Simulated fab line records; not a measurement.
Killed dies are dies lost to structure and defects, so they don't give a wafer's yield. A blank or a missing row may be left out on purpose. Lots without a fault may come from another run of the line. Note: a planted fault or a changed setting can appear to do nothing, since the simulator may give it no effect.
Which tool is to blame? ; flow nand-harc ; 6 lots, 18 wafers sampled, at 5 steps of a route of 1302

== WHAT EACH GAUGE READ, for each wafer ==
NHARC_P_M1_THK_MEAS_24: measures by xrf.
lot;measured;on;thk-nm (nm)
L157;day 7 12:32;film-metro-02;159.4 156.9 158.3
L163;day 9 14:54;film-metro-02;29.7 33.3 30.8 30.9 31.0 32.0
L168;day 11 17:28;film-metro-01;156.7 156.0 157.3
L171;day 13 11:03;film-metro-02;159.2 158.2 159.1
L174;day 14 17:40;film-metro-01;157.2 157.8 157.0
L177;day 15 19:31;film-metro-01;157.6 157.6 157.1

== WHICH TOOL RAN EACH LOT (tool, then ch and the chambers of the sampled wafers, then the start) ==
lot;NHARC_P_M1_PRE_CLEAN_30;NHARC_P_M1_PVD_20;NHARC_P_M1_ECD_22;NHARC_P_M1_CMP_23
L157;pvd-sputter-02, day 7 11:29 or earlier;pvd-sputter-02, day 7 11:29 or earlier;ecd-cu-01 ch 0,1, day 7 11:29;cmp-02 ch 0,2,3, day 7 12:16
L163;pvd-sputter-03, day 9 13:58 or earlier;pvd-sputter-03, day 9 13:58 or earlier;ecd-cu-02 ch 0,1, day 9 13:58;cmp-04 ch 0,1, day 9 14:37
L168;pvd-sputter-03, day 11 16:25 or earlier;pvd-sputter-03, day 11 16:25 or earlier;ecd-cu-02 ch 0,1, day 11 16:25;cmp-04 ch 0,1,3, day 11 17:10
L171;pvd-sputter-03, day 13 10:04 or earlier;pvd-sputter-03, day 13 10:04 or earlier;ecd-cu-01 ch 0, day 13 10:04;cmp-02 ch 1,2, day 13 10:44
L174;pvd-sputter-02, day 14 16:38 or earlier;pvd-sputter-02, day 14 16:38 or earlier;ecd-cu-02 ch 0,1, day 14 16:38;cmp-02 ch 1,2, day 14 17:23
L177;pvd-sputter-01, day 15 18:29 or earlier;pvd-sputter-01, day 15 18:29 or earlier;ecd-cu-01 ch 0, day 15 18:29;cmp-04 ch 0,2, day 15 19:13
- NHARC_P_M1_PRE_CLEAN_30: time 30 s.
- NHARC_P_M1_PVD_20: deposits TaN, target thk 5 nm, time 8.06 s.
- NHARC_P_M1_ECD_22: material Cu, target thk 400 nm.
- NHARC_P_M1_CMP_23: polishes, t overpolish 20 s, target thk 157.82 nm.

== THE ANSWER, worked out from the rows above alone ==
Rule: the lots themselves supply what counts as usual. The widest of any qualifying gaps counts: lots, ordered by their means at a reading, are off when they make up no more than a third of the lots, leave a main group of 4 or more, and stand apart from it by 3 or more times the standard deviation of that group's means. A main group is skipped when, at the precision printed for the reading in the tables above, its means are all equal. A lot without any number at a reading at which 4 lots or more have one is off too. Any other lot the step has rows for is counted as sound.
Off: L163, at NHARC_P_M1_THK_MEAS_24 (thk-nm). Main group: mean 157.7 nm, sd 0.75.
A tool fits if, at a process step before that reading, it ran every lot that is off, and no sound lot after the first of them. Those tools and the gauges at NHARC_P_M1_THK_MEAS_24 are tried in the same way. With no start given for some of its lots, NHARC_P_M1_PRE_CLEAN_30 uses the hours and lot order of NHARC_P_M1_ECD_22. With no start given for some of its lots, NHARC_P_M1_PVD_20 uses the hours and lot order of NHARC_P_M1_ECD_22. None of those tried fits.

== WHAT THE SIMULATOR PUT IN ==
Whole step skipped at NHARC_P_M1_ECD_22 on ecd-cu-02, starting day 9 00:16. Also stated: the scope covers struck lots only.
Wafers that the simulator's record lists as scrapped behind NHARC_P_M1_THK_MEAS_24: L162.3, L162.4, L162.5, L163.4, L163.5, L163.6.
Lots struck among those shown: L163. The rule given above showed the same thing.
